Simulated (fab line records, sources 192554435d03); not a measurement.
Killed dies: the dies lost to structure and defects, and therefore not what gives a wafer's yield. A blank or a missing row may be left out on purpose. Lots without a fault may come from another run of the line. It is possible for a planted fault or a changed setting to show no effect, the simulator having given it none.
fab line records | flow n5_finfet
[record] lots = 4 | wafers = 10 | last_day = 17
route steps=1938 shown BEOL_M4@1099 BEOL_M5@1112 PASSIVATION@1936
lots with no fault: from the same line, run without faults
start_h: the number of hours between the record's first day and the start of the first shown wafer of the lot | wait_h: hours since the lot's step before | " unchanged from the row above | L1.1+2: a single row standing in for several wafers | - value missing, or start not given | * or withheld: withheld | < > ~ a bound
route shown NAME@n: names a module that has steps shown in the file, with the first one's number in the route | usual: average and standard deviation across the fault-free wafers | same: alike in all rows | chamber/n: place in a boat | sites: per-site readings | _std_site: their standard deviation | _edge_site: inner sites' mean taken away from outer sites' mean | radius_mm: how far each site lies from the wafer's centre | mask NAME#n: copy n | behind: the last tool/chamber to shape the wafer | hold: why the lot went on hold/how many hours it stayed there/how the hold came to an end | device: whichever transistor did not switch (one of n, p or np) | end of line: at the end of the route, the tests of the same wafers | a step given without rows: its recipe and nothing more | killed: at the first sort, the dies lost to defects and structure; wafer yield is something else | map: shows each die of a wafer: x if killed, . if not, _ if none is there
set.NAME: the run value of the setting; set.NAME@STEP: its run value at that earlier step | model.NAME: the simulator's own value behind a step, which no gauge read
lots seen at some steps along the route; tables by step, rows by wafer
services: a tool's chamber out of use, with start hour (start_h, from the record's first day; less than 0 if before it), hours out, and reason
[[steps]]
[step N5_BEOL_M4_ANNEAL_95]
[recipe] temp_c = 400 | time_s = 240 | ambient = vacuum
[step N5_BEOL_M4_SPUTTER_96]
[recipe] material = Cu | target_thk_a = 45 | temp_c = -20 | chamber_pressure_pa = 0.07 | power_w = withheld | time_s = 8.29
[step N5_BEOL_M4_ECD_50]
[recipe] material = Cu | target_thk_a = 3000
[step N5_BEOL_M4_ANNEAL_51]
[recipe] temp_c = 225 | time_s = 90 | ambient = N2
[step N5_BEOL_M4_CMP_52]
[recipe] stop_on = SiOC | t_overpolish_s = 6.8 | down_force_psi = 1 | platen_rpm = 50 | clearing_platen_down_force_psi = 1.5 | clearing_platen_rpm = 50 | post_cmp_clean = cu_alkaline | target_thk_nm = 40 | clearing_platen_pad_velocity_m_s = 0.99484 | pad_velocity_m_s = 0.99484
[step N5_BEOL_M4_PRE_CLEAN_60]
[recipe] gas = NH3/H2 | time_s = 15 | temp_c = * | rf_power_w = 300
[step N5_BEOL_M4_CO_CAP_55]
[recipe] material = Co | target_thk_a = 20 | temp_c = 200 | precursor = CCTBA/H2 | pressure_torr = 30 | time_s = 102.1
[step N5_BEOL_M4_PRE_CLEAN_56]
[recipe] gas = NH3 | time_s = 15 | temp_c = withheld | rf_power_w = 300
[step N5_BEOL_M4_DEP_57]
[recipe] material = SiCN | target_thk_a = 80 | temp_c = withheld | precursor = 3MS/NH3 | pressure_torr = 3 | rf_w = 202 | time_s = 14
[step N5_BEOL_M4_RC_MEAS_101]
[usual] DIBL_N = 36.7/1.8 | DIBL_P = 37.0/2.4 | IOFF_N = 0.17/0.036 | IOFF_P = 0.22/0.042 | ION_N = 673/12 | ION_P = 462/8.5 | SS_N = 71.7/0.62 | SS_P = 73.4/0.65 | VT_N = 250/3.7 | VT_P = -250/3.7
lot.wafer | tool      | chamber | start_h | wait_h | DIBL_N[mV/V] | DIBL_P[mV/V] | IOFF_N[nA/um] | IOFF_P[nA/um] | ION_N[uA/um] | ION_P[uA/um] | SS_N[mV/dec] | SS_P[mV/dec] | VT_N[mV] | VT_P[mV]
L985.2    | prober-01 | 0       | 233.38  | 0.2    | 35.0         | 34.8         | 0.13          | 0.18          | 665          | 455          | 71.8         | 72.8         | 254      | -251
L985.4    | "         | 0       | "       | "      | 38.1         | 37.4         | 0.18          | 0.21          | 667          | 456          | 72.5         | 73.4         | 249      | -250
L985.5    | "         | 0       | "       | "      | 36.5         | 36.2         | 0.16          | 0.20          | 670          | 456          | 70.9         | 73.3         | 251      | -251
L994.5    | prober-02 | 0       | 270.49  | 0.6    | 38.5         | 41.4         | 0.24          | 0.31          | 704          | 479          | 72.3         | 73.5         | 242      | -242
L994.6    | "         | 0       | "       | "      | 38.1         | 39.3         | 0.20          | 0.28          | 684          | 472          | 71.8         | 73.9         | 247      | -245
L995.5    | prober-02 | 0       | 273.01  | 0.6    | 33.0         | 33.9         | 0.11          | 0.17          | 665          | 469          | 70.5         | 72.2         | 255      | -252
L995.6    | "         | 0       | "       | "      | 37.2         | 37.4         | 0.17          | 0.23          | 675          | 461          | 71.4         | 73.6         | 248      | -247
L100.1    | prober-02 | 0       | 302.34  | 0.0    | 36.5         | 35.1         | 0.15          | 0.22          | 676          | 466          | 71.7         | 73.6         | 252      | -247
L100.4    | "         | 0       | "       | "      | 35.2         | 32.7         | 0.12          | 0.19          | 675          | 467          | 71.4         | 72.6         | 252      | -249
L100.6    | "         | 0       | "       | "      | 39.4         | 37.9         | 0.21          | 0.29          | 675          | 466          | 72.2         | 73.9         | 247      | -241
[step N5_BEOL_M5_ILD_DEP_00]
[recipe] material = SiCOH_lowk | target_thk_a = 1406.4 | temp_c = 300 | precursor = DEMS/porogen | pressure_torr = 5 | rf_w = 500 | time_s = 25.9
[step N5_BEOL_M5_CURE_79]
[recipe] temp_c = 385 | time_s = 240 | ambient = He/Ar | material = SiCOH_lowk
[step N5_BEOL_M5_PECVD_70]
[recipe] material = SiO2 | target_thk_a = 160 | temp_c = 400 | precursor = TEOS/O2 | pressure_torr = 5.5 | rf_w = 450 | teos_flow_sccm = 53.8 | gas = O2 | flow_sccm = 3000 | time_s = 18
[step N5_BEOL_M5_HM_DEP_02]
[recipe] material = TiN | target_thk_a = 200 | temp_c = 25 | chamber_pressure_pa = 0.49996
[step N5_BEOL_M5_COAT_59]
[recipe] resist = SOC | temp_c = 250 | time_s = 60 | spin_rpm = 1500 | resist_thk_nm = 60
[step N5_BEOL_M5_COAT_60]
[recipe] resist = SiARC | temp_c = 220 | time_s = 60 | spin_rpm = 1500 | resist_thk_nm = 12
[step N5_BEOL_M5_COAT_71]
[recipe] resist = underlayer | temp_c = 205 | time_s = 60 | spin_rpm = 1500 | resist_thk_nm = 5
[step N5_BEOL_M5_COAT_05]
[recipe] resist = CAR-EUV | spin_rpm = 1500 | resist_thk_nm = 30
[step N5_BEOL_M5_EBR_07]
[recipe] solvent = PGMEA | ebr_width_mm = 1.5
[step N5_BEOL_M5_SOFTBAKE_06]
[recipe] temp_c = 110 | time_s = 60 | resist = CAR-EUV
[step N5_BEOL_M5_EXPOSE_08]
[recipe] mask_id = M5 | na = 0.33 | source_shape = annular | sigma_inner = 0.4 | sigma_outer = 0.8 | polarization = unpolarized | target_cd_nm = 28 | dose_mj = 35.75
[step N5_BEOL_M5_PEB_09]
[recipe] peb_temp_c = 100 | peb_time_s = 60 | resist = CAR-EUV
[step N5_BEOL_M5_DEVELOP_10]
[recipe] develop_time_s = 30 | developer = TMAH | resist = CAR-EUV | rinse_liquid = surfactant_rinse | dry = air_spin | dev_temp_c = 23
[step N5_BEOL_M5_DESCUM_16]
[recipe] chemistry = O2 | time_s = 7 | source_power_w = 50 | bias_power_w = 20 | pressure_mtorr = 20 | rf_frequency_hz = 2.712e+07 | temp_c = 40 | resist = CAR-EUV | o2_flow_sccm = 225
[step N5_BEOL_M5_ETCH_72]
[recipe] chemistry = N2/H2 | target = underlayer | target_depth_a = 65 | mask_material = CAR-EUV | time_s = 5.2 | ion_energy_ev = 200 | pressure_mtorr = 30 | source_w = 840 | bias_w = 150 | n2_flow_sccm = 200 | h2_flow_sccm = 200 | ends = cleared
[step N5_BEOL_M5_ETCH_61]
[recipe] chemistry = CF4 | target = SiARC | target_depth_a = 156 | mask_material = CAR-EUV | time_s = 26 | ion_energy_ev = 80 | pressure_mtorr = 40 | source_w = 545 | bias_w = 36 | Ar_flow_sccm = 100 | cf4_flow_sccm = 100 | ends = cleared
[step N5_BEOL_M5_ETCH_62]
[recipe] chemistry = N2/H2 | target = SOC | target_depth_a = 750 | overetch_a = 150 | mask_material = SiARC | temp_c = 40 | time_s = 112.5 | ion_energy_ev = 200 | pressure_mtorr = 30 | source_w = 840 | bias_w = 150 | n2_flow_sccm = 200 | h2_flow_sccm = 200
[usual] drypump_motor_current_A = 5.7/0.43 | oes_product_au = 0.61/0.045 | rf_vpp_V = 523.7/2.6 | showerhead_plenum_p_Torr = 2.53/0.088 | throttle_valve_pct = 17.79/0.22
lot.wafer | tool        | chamber | start_h | wait_h | drypump_motor_current_A | oes_product_au | rf_hours_counter_h | rf_vpp_V | showerhead_plenum_p_Torr | throttle_valve_pct | model.etch.depth_nm | model.SiARC_of_BEOL_M5_COAT_60.thk_nm | model.BEOL_M5.cd_nm
L985.2    | rie_diel-06 | 1       | 236.87  | 0.0    | 5.6                     | 0.61           | 135                | 518.5    | 2.36                     | 18.09              | 59.98               | 6.6                                   | 28
L985.4    | "           | 3       | "       | "      | 5.7                     | 0.58           | 173                | 526.2    | 2.63                     | 17.72              | 60.08               | 6.8                                   | 28
L985.5    | "           | 1       | "       | "      | 5.5                     | 0.62           | -                  | 519.0    | 2.36                     | 18.09              | 60.45               | 6.6                                   | 28.2
L994.5    | rie_diel-06 | 1       | 273.06  | 0.1    | 5.6                     | 0.61           | -                  | 517.1    | 2.35                     | 18.09              | 60.14               | 6.6                                   | 28.2
L994.6    | "           | 2       | "       | "      | 6.1                     | 0.53           | -                  | 524.0    | 2.56                     | 18.15              | 47.05               | 9.4                                   | 27.2
L995.5    | rie_diel-06 | 3       | 276.79  | 0.1    | 5.7                     | 0.57           | -                  | 527.0    | 2.62                     | 17.76              | 59.88               | 7                                     | 28.4
L995.6    | "           | 2       | "       | "      | 6.0                     | 0.53           | -                  | 523.0    | 2.56                     | 18.15              | 46.85               | 9.4                                   | 27.2
L100.1    | rie_diel-03 | 3       | 304.76  | 0.0    | 5.1                     | 0.62           | 128                | 526.9    | 2.66                     | 17.88              | 60.29               | 7.2                                   | 28
L100.4    | "           | 0       | "       | "      | 5.5                     | 0.57           | 205                | 523.3    | 2.53                     | 17.75              | 60.17               | 6.6                                   | 27.8
L100.6    | "           | 3       | "       | "      | 5.1                     | 0.62           | -                  | 527.3    | 2.66                     | 17.88              | 60.17               | 7.2                                   | 28
[step N5_BEOL_M5_STRIP_63]
[recipe] chemistry = N2/H2 | temp_c = 40 | n2_flow_sccm = 200 | h2_flow_sccm = 200 | rf_frequency_hz = 6e+07
[step N5_BEOL_M5_STRIP_73]
[recipe] chemistry = N2/H2 | temp_c = 40 | n2_flow_sccm = 200 | h2_flow_sccm = 200 | rf_frequency_hz = 6e+07
[step N5_BEOL_M5_STRIP_64]
[recipe] chemistry = CF4 | resist = SiARC | power_w = 300 | bias_power_w = 75 | pressure_mtorr = 50 | cf4_flow_sccm = 150 | rf_frequency_hz = 6e+07
[step N5_BEOL_M5_HM_OPEN_17]
[recipe] chemistry = Cl2/BCl3 | target_depth_a = 200 | overetch_a = 60 | target = TiN | mask_material = SOC | ion_energy_ev = 150 | pressure_mtorr = 10 | icp_w = 1000 | bias_w = 126 | Cl2_flow_sccm = 53.25 | bcl3_flow_sccm = 21.75 | Ar_flow_sccm = 25
[usual] drypump_motor_current_A = 5.5/0.31 | oes_product_au = 0.64/0.078 | throttle_valve_pct = 22.10/0.22
lot.wafer | tool         | chamber | start_h | wait_h | drypump_motor_current_A | oes_product_au | rf_hours_counter_h | throttle_valve_pct
L985.2    | rie_metal-02 | 1       | 237.04  | 0.0    | 5.5                     | 0.58           | 92                 | 21.93
L985.4    | "            | 1       | "       | "      | 5.6                     | 0.59           | -                  | 21.91
L985.5    | "            | 1       | "       | "      | 5.6                     | 0.59           | -                  | 21.90
L994.5    | rie_metal-02 | 1       | 273.24  | 0.1    | 5.6                     | 0.58           | -                  | 21.90
L994.6    | "            | 0       | "       | "      | 5.1                     | 0.31           | -                  | 22.55
L995.5    | rie_metal-03 | 1       | 276.97  | 0.1    | 5.5                     | 0.75           | -                  | 22.05
L995.6    | "            | 0       | "       | "      | 6.0                     | 0.27           | -                  | 23.00
L100.1    | rie_metal-03 | 0       | 304.93  | 0.0    | 6.0                     | 0.60           | 73                 | 22.35
L100.4    | "            | 1       | "       | "      | 5.5                     | 0.74           | -                  | 22.06
L100.6    | "            | 1       | "       | "      | 5.5                     | 0.74           | -                  | 22.08
[step N5_BEOL_M5_STRIP_19]
[recipe] chemistry = O2 | power_w = 400 | temp_c = 40 | pressure_mtorr = 30 | rf_frequency_hz = 6e+07 | bias_power_w = 0 | overash_fraction = 0.2 | o2_flow_sccm = 225
[step N5_BEOL_M5_CD_MEAS_18]
[recipe] pitch_nm = 56 | target_cd_nm = 28
[usual] cd_nm = 27.9/0.37
lot.wafer | tool      | chamber | start_h | wait_h | cd_nm
L985.2    | cd_sem-01 | -       | 237.23  | 0.1    | 28.2
L985.4    | "         | -       | "       | "      | 28.3
L985.5    | "         | -       | "       | "      | 28.0
L994.5    | cd_sem-03 | -       | 273.37  | 0.0    | 28.6
L994.6    | "         | -       | "       | "      | -
L995.5    | cd_sem-01 | -       | 277.09  | 0.0    | 28.3
L995.6    | "         | -       | "       | "      | -
L100.1    | cd_sem-01 | -       | 305.11  | 0.0    | 27.7
L100.4    | "         | -       | "       | "      | 27.7
L100.6    | "         | -       | "       | "      | 28.1
[step N5_BEOL_M5_COAT_65]
[recipe] resist = SOC | temp_c = 250 | time_s = 60 | spin_rpm = 1500 | resist_thk_nm = 60
[step N5_BEOL_M5_COAT_66]
[recipe] resist = SiARC | temp_c = 220 | time_s = 60 | spin_rpm = 1500 | resist_thk_nm = 12
[step N5_BEOL_M5_ETCH_41]
[recipe] chemistry = CH3F/O2 | target = SiCN | target_depth_a = 315 | taper_deg = 2 | time_s = 56.7 | ion_energy_ev = 120 | mask_material = TiN | pressure_mtorr = 30 | source_w = 395 | bias_w = 75 | Ar_flow_sccm = 150 | CH3F_flow_sccm = 30 | O2_flow_sccm = 20
[usual] drypump_motor_current_A = 5.7/0.42 | oes_product_au = 0.77/0.05 | rf_vpp_V = 297.0/1.6 | showerhead_plenum_p_Torr = 1.99/0.076 | throttle_valve_pct = 16.27/0.15
lot.wafer | tool        | chamber | start_h | wait_h | drypump_motor_current_A | oes_product_au | rf_hours_counter_h | rf_vpp_V | showerhead_plenum_p_Torr | throttle_valve_pct | model.BEOL_M5.cd_nm
L985.2    | rie_diel-03 | 3       | -       | -      | 5.1                     | 0.80           | 108                | 299.3    | 2.10                     | 16.33              | 28
L985.4    | "           | 0       | "       | "      | 5.5                     | 0.74           | 184                | 295.7    | 1.98                     | 16.19              | 28
L985.5    | "           | 2       | "       | "      | 6.1                     | 0.74           | -                  | 294.9    | 1.91                     | 16.09              | 28.4
L994.5    | rie_diel-06 | 2       | -       | -      | 6.1                     | 0.76           | -                  | 298.5    | 2.01                     | 16.57              | 28.4
L994.6    | "           | 3       | "       | "      | 5.7                     | 0.72           | -                  | 298.2    | 2.08                     | 16.39              | 27
L995.5    | rie_diel-03 | 2       | -       | -      | 6.1                     | 0.73           | -                  | 295.4    | 1.91                     | 16.10              | 28.2
L995.6    | "           | 1       | "       | "      | 5.4                     | 0.84           | -                  | 296.6    | 1.95                     | 16.14              | 26.8
L100.1    | rie_diel-05 | 2       | -       | -      | 4.9                     | 0.82           | 88                 | 298.0    | 2.04                     | 16.27              | 28
L100.4    | "           | 3       | "       | "      | 6.1                     | 0.74           | 189                | 297.1    | 1.99                     | 16.33              | 27.8
L100.6    | "           | 0       | "       | "      | 5.6                     | 0.68           | -                  | 295.2    | 1.96                     | 16.52              | 27.8
[step N5_BEOL_M5_OCD_MEAS_38]
[usual] trench_depth_nm = 71.5/1.4
lot.wafer | tool   | chamber | start_h | wait_h | trench_depth_nm
L985.2    | ocd-01 | -       | 239.83  | -      | 69.7
L985.4    | "      | -       | "       | "      | 72.3
L985.5    | "      | -       | "       | "      | 71.9
L994.5    | ocd-01 | -       | 275.97  | -      | 69.2
L994.6    | "      | -       | "       | "      | -
L995.5    | ocd-02 | -       | 282.04  | -      | 71.3
L995.6    | "      | -       | "       | "      | -
L100.1    | ocd-02 | -       | 306.98  | -      | 71.8
L100.4    | "      | -       | "       | "      | 71.5
L100.6    | "      | -       | "       | "      | 70.7
[step N5_PASSIVATION_PROBE_49]
[usual] defect_limited_yield = 91.1/1.4 | killed_at_M0_to_M3 = 32/9.3 | killed_at_M4_up = 13/5.8 | killed_at_contacts = 12/6.3 | killed_at_front_end = 44/12 | killed_at_other = 3.6/2.7 | killed_dies = 104/17 | killed_on_rim = 14/3.9 | killed_open = 69/13 | killed_short = 34/6.9 | sort_bin_5_function = 5.2/0.98 | sort_bin_6_memory = 3.3/0.59 | sort_n_pass = 1075/17 | sort_yield_pct = 91.1/1.4
[same] gross_dies = 1180 | killed_at_back_side = 0 | sort_bin_4_leakage[%] = 0 | sort_bin_8_speed[%] = 0
lot.wafer | tool      | chamber | start_h | wait_h | defect_limited_yield[%] | killed_at_M0_to_M3 | killed_at_M4_up | killed_at_contacts | killed_at_front_end | killed_at_other | killed_dies | killed_on_rim | killed_open | killed_short | sort_bin_5_function[%] | sort_bin_6_memory[%] | sort_n_pass | sort_yield_pct[%]
L995.5    | prober-02 | -       | 376.38  | 0.2    | 89.8                    | 51                 | 8               | 12                 | 47                  | 2               | 120         | 15            | 88          | 30           | 6.1                    | 3.6                  | 1060        | 89.8
L995.6    | prober-02 | -       | 376.43  | 0.3    | 0                       | 45                 | 1068            | 8                  | 56                  | 3               | 1180        | 152           | 73          | 46           | 95.4                   | 4.2                  | 0           | 0
L994.5    | prober-02 | -       | 391.28  | 0.2    | 90.3                    | 31                 | 32              | 11                 | 35                  | 5               | 114         | 18            | 78          | 28           | 6.3                    | 2.5                  | 1066        | 90.3
L994.6    | prober-02 | -       | 391.33  | 0.3    | 0                       | 25                 | 1105            | 8                  | 42                  | 0               | 1180        | 152           | 63          | 30           | 96.1                   | 3.6                  | 0           | 0
// killed by level:class
L995.5 MOL_CONTACT_COAG:geometric_particle:open=12 BEOL_M2:geometric_particle:open=12 BEOL_M3:geometric_particle:open=12 FIN_SAQP:geometric_particle:open=10 BEOL_M0_SAQP:geometric_particle:open=8 FIN_SAQP:geometric_particle:short=7 BEOL_M0_SAQP:geometric_particle:short=7 STI_FIN_REVEAL:geometric_particle:open=6
L995.6 BEOL_M5:area_etch=1061 BEOL_M0_SAQP:geometric_particle:short=14 STI_FIN_REVEAL:geometric_particle:open=13 BEOL_M2:geometric_particle:open=12 FIN_SAQP:geometric_particle:short=9 DUMMY_GATE:geometric_particle:open=8 MOL_CONTACT_COAG:geometric_particle:open=8 DUMMY_GATE:geometric_particle:short=6
L994.5 BEOL_M4:geometric_particle:open=17 BEOL_M2:geometric_particle:open=12 FIN_SAQP:geometric_particle:open=8 MOL_CONTACT_COAG:geometric_particle:open=8 HKMG_FIN:area_etch=7 DUMMY_GATE:geometric_particle:open=6 BEOL_M0_SAQP:geometric_particle:open=6 FIN_SAQP:geometric_particle:short=5
L994.6 BEOL_M5:area_etch=1085 DUMMY_GATE:geometric_particle:open=8 BEOL_M0_SAQP:geometric_particle:open=8 FIN_SAQP:geometric_particle:short=6 STI_FIN_REVEAL:geometric_particle:open=6 BEOL_M1:geometric_particle:open=6 GATE_CUT:geometric_particle:open=5 MOL_CONTACT_COAG:geometric_particle:open=5
// map L994.6 (x killed, . not)
_________________xxxxxxxxxxxx________________
______________xxxxxxxxxxxxxxxxxx_____________
___________xxxxxxxxxxxxxxxxxxxxxxxx__________
__________xxxxxxxxxxxxxxxxxxxxxxxxxx_________
________xxxxxxxxxxxxxxxxxxxxxxxxxxxxxx_______
_______xxxxxxxxxxxxxxxxxxxxxxxxxxxxxxxx______
______xxxxxxxxxxxxxxxxxxxxxxxxxxxxxxxxxx_____
_____xxxxxxxxxxxxxxxxxxxxxxxxxxxxxxxxxxxx____
____xxxxxxxxxxxxxxxxxxxxxxxxxxxxxxxxxxxxxx___
___xxxxxxxxxxxxxxxxxxxxxxxxxxxxxxxxxxxxxxxx__
___xxxxxxxxxxxxxxxxxxxxxxxxxxxxxxxxxxxxxxxx__
__xxxxxxxxxxxxxxxxxxxxxxxxxxxxxxxxxxxxxxxxxx_
__xxxxxxxxxxxxxxxxxxxxxxxxxxxxxxxxxxxxxxxxxx_
_xxxxxxxxxxxxxxxxxxxxxxxxxxxxxxxxxxxxxxxxxxxx
_xxxxxxxxxxxxxxxxxxxxxxxxxxxxxxxxxxxxxxxxxxxx
_xxxxxxxxxxxxxxxxxxxxxxxxxxxxxxxxxxxxxxxxxxxx
_xxxxxxxxxxxxxxxxxxxxxxxxxxxxxxxxxxxxxxxxxxxx
_xxxxxxxxxxxxxxxxxxxxxxxxxxxxxxxxxxxxxxxxxxxx
_xxxxxxxxxxxxxxxxxxxxxxxxxxxxxxxxxxxxxxxxxxxx
_xxxxxxxxxxxxxxxxxxxxxxxxxxxxxxxxxxxxxxxxxxxx
_xxxxxxxxxxxxxxxxxxxxxxxxxxxxxxxxxxxxxxxxxxxx
__xxxxxxxxxxxxxxxxxxxxxxxxxxxxxxxxxxxxxxxxxx_
__xxxxxxxxxxxxxxxxxxxxxxxxxxxxxxxxxxxxxxxxxx_
___xxxxxxxxxxxxxxxxxxxxxxxxxxxxxxxxxxxxxxxx__
___xxxxxxxxxxxxxxxxxxxxxxxxxxxxxxxxxxxxxxxx__
____xxxxxxxxxxxxxxxxxxxxxxxxxxxxxxxxxxxxxx___
_____xxxxxxxxxxxxxxxxxxxxxxxxxxxxxxxxxxxx____
______xxxxxxxxxxxxxxxxxxxxxxxxxxxxxxxxxx_____
_______xxxxxxxxxxxxxxxxxxxxxxxxxxxxxxxx______
________xxxxxxxxxxxxxxxxxxxxxxxxxxxxxx_______
__________xxxxxxxxxxxxxxxxxxxxxxxxxx_________
___________xxxxxxxxxxxxxxxxxxxxxxxx__________
______________xxxxxxxxxxxxxxxxxx_____________
_________________xxxxxxxxxxxx________________
// map L995.6 (x killed, . not)
_________________xxxxxxxxxxxx________________
______________xxxxxxxxxxxxxxxxxx_____________
___________xxxxxxxxxxxxxxxxxxxxxxxx__________
__________xxxxxxxxxxxxxxxxxxxxxxxxxx_________
________xxxxxxxxxxxxxxxxxxxxxxxxxxxxxx_______
_______xxxxxxxxxxxxxxxxxxxxxxxxxxxxxxxx______
______xxxxxxxxxxxxxxxxxxxxxxxxxxxxxxxxxx_____
_____xxxxxxxxxxxxxxxxxxxxxxxxxxxxxxxxxxxx____
____xxxxxxxxxxxxxxxxxxxxxxxxxxxxxxxxxxxxxx___
___xxxxxxxxxxxxxxxxxxxxxxxxxxxxxxxxxxxxxxxx__
___xxxxxxxxxxxxxxxxxxxxxxxxxxxxxxxxxxxxxxxx__
__xxxxxxxxxxxxxxxxxxxxxxxxxxxxxxxxxxxxxxxxxx_
__xxxxxxxxxxxxxxxxxxxxxxxxxxxxxxxxxxxxxxxxxx_
_xxxxxxxxxxxxxxxxxxxxxxxxxxxxxxxxxxxxxxxxxxxx
_xxxxxxxxxxxxxxxxxxxxxxxxxxxxxxxxxxxxxxxxxxxx
_xxxxxxxxxxxxxxxxxxxxxxxxxxxxxxxxxxxxxxxxxxxx
_xxxxxxxxxxxxxxxxxxxxxxxxxxxxxxxxxxxxxxxxxxxx
_xxxxxxxxxxxxxxxxxxxxxxxxxxxxxxxxxxxxxxxxxxxx
_xxxxxxxxxxxxxxxxxxxxxxxxxxxxxxxxxxxxxxxxxxxx
_xxxxxxxxxxxxxxxxxxxxxxxxxxxxxxxxxxxxxxxxxxxx
_xxxxxxxxxxxxxxxxxxxxxxxxxxxxxxxxxxxxxxxxxxxx
__xxxxxxxxxxxxxxxxxxxxxxxxxxxxxxxxxxxxxxxxxx_
__xxxxxxxxxxxxxxxxxxxxxxxxxxxxxxxxxxxxxxxxxx_
___xxxxxxxxxxxxxxxxxxxxxxxxxxxxxxxxxxxxxxxx__
___xxxxxxxxxxxxxxxxxxxxxxxxxxxxxxxxxxxxxxxx__
____xxxxxxxxxxxxxxxxxxxxxxxxxxxxxxxxxxxxxx___
_____xxxxxxxxxxxxxxxxxxxxxxxxxxxxxxxxxxxx____
______xxxxxxxxxxxxxxxxxxxxxxxxxxxxxxxxxx_____
_______xxxxxxxxxxxxxxxxxxxxxxxxxxxxxxxx______
________xxxxxxxxxxxxxxxxxxxxxxxxxxxxxx_______
__________xxxxxxxxxxxxxxxxxxxxxxxxxx_________
___________xxxxxxxxxxxxxxxxxxxxxxxx__________
______________xxxxxxxxxxxxxxxxxx_____________
_________________xxxxxxxxxxxx________________
[[services]]
tool         | chamber | start_h | hours | kind
rie_diel-03  | 2       | 225.59  | 2.0   | repair
rie_diel-05  | 0       | 241.22  | 3.8   | repair
rie_diel-06  | 3       | 291.19  | 8.3   | repair
rie_metal-02 | 0       | 294.22  | 2.1   | repair
[[key]]
[first_sign] step = N5_BEOL_M5_HM_OPEN_17 | reading = oes_product_au | direction = down | sigmas = 4.5 | usual = 0.64 | struck = 0.29
[effect] step = N5_BEOL_M5_CD_MEAS_18 | reading = cd_nm | direction = missing
[effect] step = N5_BEOL_M5_OCD_MEAS_38 | reading = trench_depth_nm | direction = missing
[effect] step = N5_PASSIVATION_PROBE_49 | reading = killed_at_M4_up | direction = up | sigmas = 99+ | usual = 13 | struck = 1086
[model_effect] step = N5_BEOL_M5_ETCH_62 | value = etch.depth_nm | without = 60 | struck = 46.95
[model_effect] step = N5_BEOL_M5_ETCH_41 | value = BEOL_M5.cd_nm | without = 27.9 | struck = 26.9
[more_kills_born_at] N5_BEOL_M5_ETCH_62@rie_diel-06 = 2146
met_at N5_BEOL_M5_ETCH_62
struck_wafers L994.6,L995.6
later_rows_left_out L994.6,L995.6
onset_between 236.87 273.06
[fault] kind = process_parameter_drift | tool = rie_diel-06 | chamber = - | onset_h = 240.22 | steps = N5_BEOL_M5_ETCH_62 | channel = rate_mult | offset = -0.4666 | shape = step | end_h = 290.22 | scope = struck_wafers_only
// later_rows_left_out: the simulator's readings of these wafers behind a module that went badly wrong aren't trusted and aren't shown, but for the sort
